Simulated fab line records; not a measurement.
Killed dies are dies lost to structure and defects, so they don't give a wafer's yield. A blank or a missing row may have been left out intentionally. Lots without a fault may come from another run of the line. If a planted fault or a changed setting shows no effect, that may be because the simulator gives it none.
Chamber matching    flow nand harc    NHARC_P_CONTACT_DESCUM_17 on rie diel-12: 4 sister chambers
The step chemistry O2, time 3 s. 18 wafers are shown with their chamber, then 9 later ones without.

WAFERS PAIRED WITH THEIR CHAMBERS
wafer   chamber  showerhead plenum p Torr (Torr)  drypump motor current A (A)  throttle valve pct (%)
L077.1  1        2.04                             5.8                          11.311
L077.4  2        2.00                             5.9                          11.322
L077.5  3        1.94                             5.6                          11.307
L081.1  2        2.00                             5.9                          11.313
L081.4  1        2.04                             5.7                          11.306
L081.6  0        1.87                             5.9                          11.300
L083.2  3        1.94                             5.6                          11.316
L083.3  1        2.03                             5.8                          11.298
L083.4  2        2.00                             5.9                          11.321
L084.1  1        2.03                             5.8                          11.312
L084.2  0        1.86                             6.0                          11.309
L084.6  3        1.94                             5.6                          11.312
L085.3  3        1.94                             5.6                          11.326
L085.4  0        1.86                             6.0                          11.297
L085.5  3        1.94                             5.6                          11.306
L087.1  3        1.94                             5.6                          11.302
L087.5  2        2.00                             5.9                          11.326
L087.6  3        1.94                             5.6                          11.320

SIGNATURES, as means of the wafers listed above
reading                   chamber 0  chamber 1  chamber 2  chamber 3  scatter within a chamber
showerhead plenum p Torr  1.8633     2.0350     2.0000     1.9400     0.00345
drypump motor current A   5.967      5.775      5.900      5.600      0.0318
throttle valve pct        11.30200   11.30675   11.32050   11.31271   0.00719
Rule: for each reading, subtract the chamber's mean from the wafer's reading, divide by that reading's scatter and square the result; add these up over the readings and take the root, which gives the wafer's distance from the chamber. If the next closest chamber is less than 2 further off than the closest, the wafer can't be placed; otherwise it belongs to the closest. The scatter is the square root of a quotient: the sum, over the shown wafers, of each reading's squared deviation from its chamber's mean, divided by wafers minus chambers.

WAFERS WITHOUT THEIR CHAMBER
wafer   showerhead plenum p Torr (Torr)  drypump motor current A (A)  throttle valve pct (%)
L088.1  2.03                             5.8                          11.310
L088.4  1.86                             5.9                          11.313
L088.6  1.86                             6.0                          11.307
L090.1  2.00                             5.9                          11.313
L090.4  2.03                             5.8                          11.294
L090.5  1.94                             5.6                          11.293
L093.2  2.00                             5.9                          11.290
L093.4  2.03                             5.8                          11.328
L093.6  2.00                             5.8                          11.293

WHICH CHAMBER EACH ONE RAN IN
wafer   from the rows above  in truth
L088.1  1                    1
L088.4  0                    0
L088.6  0                    0
L090.1  2                    2
L090.4  1                    1
L090.5  3                    3
L093.2  2                    2
L093.4  1                    1
L093.6  2                    2
9 of 9 placed correctly. From these rows, 0 cannot be placed. Placed wrongly: 0.
